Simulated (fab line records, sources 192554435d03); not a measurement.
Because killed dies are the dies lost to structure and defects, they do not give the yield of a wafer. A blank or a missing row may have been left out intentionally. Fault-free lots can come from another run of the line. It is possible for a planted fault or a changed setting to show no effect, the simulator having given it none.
A struck lot beside a sound one / flow n5 finfet / 16 steps out of a route of 1938
Sound: the wafers L207.2, L207.4, L207.6. Struck: wafers L203.1, L203.3, L203.4. The cause is named last.
Each step with rows lists, per side, the tool, then ch with its chambers, then its first start. Under that, the readings that differ: sound wafers / struck wafers / difference of the means / sigmas: that difference in standard deviations of wafers without a fault.
alike: a reading whose means differ by less than 2 such deviations, as well as words and numbers matching on both sides. not compared: withheld readings; readings where some wafer has no value; bounds like >300 that might hide an equal value; numbers whose values overlap and for which the record gives no deviation.
A row with sigmas, a row that says differs or no value, or rows on one side alone: a step with any of these is where the two part. Non-overlapping numbers with no deviation appear without sigmas and do not part them. A reading missing from all wafers of one side parts the sides only when that side holds two or more wafers.

first, 10 steps without rows for these wafers: N5_DUMMY_GATE_DESCUM_20 (chemistry O2, time 6.2 s); N5_DUMMY_GATE_ETCH_29 (etches underlayer in N2/H2, target depth 13 nm); N5_DUMMY_GATE_ETCH_36 (etches SiARC in CF4, target depth 13 nm); N5_DUMMY_GATE_ETCH_37 (etches SOC in N2/H2, target depth 60 nm, overetch 30 nm); N5_DUMMY_GATE_STRIP_38 (strips in N2/H2); N5_DUMMY_GATE_STRIP_39 (strips in N2/H2); N5_DUMMY_GATE_TRIM_49 (chemistry O2, time 29 s, target cd 14 nm); N5_DUMMY_GATE_STRIP_40 (strips in CF4); N5_DUMMY_GATE_ETCH_31 (etches SiO2 in C4F6/O2, target depth 82.5 nm, time 27.5 s); N5_DUMMY_GATE_STRIP_41 (strips in O2).
N5_DUMMY_GATE_HM_OPEN_21: chemistry CH3F/O2, target SiNx, target depth 120 nm, time 171.4 s.
  sound on rie diel-03 ch 2,3, day 6 05:13; struck on rie diel-03 ch 1,2,3, day 5 10:41
  no value came back on the struck wafers for any of 7 readings (CH3F_flow_sccm (sccm), O2_flow_sccm (sccm) and others); on the sound wafers CH3F_flow_sccm (sccm) reads 30.13 29.86 30.07
reading=model.SiO2_of_DUMMY_GATE_PECVD_30.thk nm (nm); sound=44.8 45.8 45.2; struck=54.4 55.4 54.4; difference=+9.5; sigmas=
  not compared: rf hours counter h
then, 2 steps without rows for these wafers: N5_DUMMY_GATE_ETCH_32 (etches SiO2 in CF4, target depth 3.5 nm, time 3.9 s); N5_DUMMY_GATE_ETCH_23 (etches poly-Si in HBr/Cl2/O2, target depth 41 nm, time 22.3 s).
N5_DUMMY_GATE_ETCH_44: etches poly-Si in HBr/O2, stops on SiO2, target depth 127.5 nm.
  sound on rie si-06 ch 2,3, day 6 05:28; struck on rie si-02 ch 0,1,3, day 5 10:56
reading=model.SiO2_of_DUMMY_GATE_PECVD_30.thk nm (nm); sound=37.8 38.6 38.2; struck=47.2 48.4 47.4; difference=+9.5; sigmas=
  alike: HBr_flow_sccm, drypump motor current A, oes product au, throttle valve pct
  not compared: rf hours counter h
N5_BEOL_M4_RC_MEAS_101:
  the record has rows for the sound wafers here (prober-02 ch 0, day 10 14:52) and none for the struck ones
-- record jumps: 9 days separate the struck wafers' starts on either side; left off in module BEOL_M4, taken up again in module PASSIVATION, whose first shown step is the route's number 1936 --
N5_PASSIVATION_PROBE_49:
  sound: prober-02 at day 14 18:14; struck: prober-01 at day 14 12:30
reading=defect limited yield (%); sound=88.1 90.3 88.9; struck=0 0 0; difference=-89; sigmas=-69
reading=killed at front end; sound=64 44 62; struck=1119 1114 1139; difference=+1067; sigmas=+89
reading=killed dies; sound=140 115 131; struck=1180 1180 1180; difference=+1051; sigmas=+70
reading=killed on rim; sound=14 14 23; struck=152 152 152; difference=+135; sigmas=+32
reading=killed short; sound=54 39 50; struck=35 18 24; difference=-22; sigmas=-3
reading=sort_bin_5_function (%); sound=6.3 6.6 6.6; struck=96.5 97.0 97.5; difference=+90.5; sigmas=+99 or more
reading=sort n pass; sound=1040 1065 1049; struck=0 0 0; difference=-1051; sigmas=-70
reading=sort yield pct (%); sound=88.1 90.3 88.9; struck=0 0 0; difference=-89; sigmas=-69
  alike: killed_at_M0_to_M3, killed_at_M4_up, killed at contacts, killed at other, killed open, sort_bin_6_memory

## WHERE THEY PART
Last at N5_PASSIVATION_PROBE_49 as far as this record goes, first at N5_DUMMY_GATE_HM_OPEN_21.

WHY: what the simulator had put in
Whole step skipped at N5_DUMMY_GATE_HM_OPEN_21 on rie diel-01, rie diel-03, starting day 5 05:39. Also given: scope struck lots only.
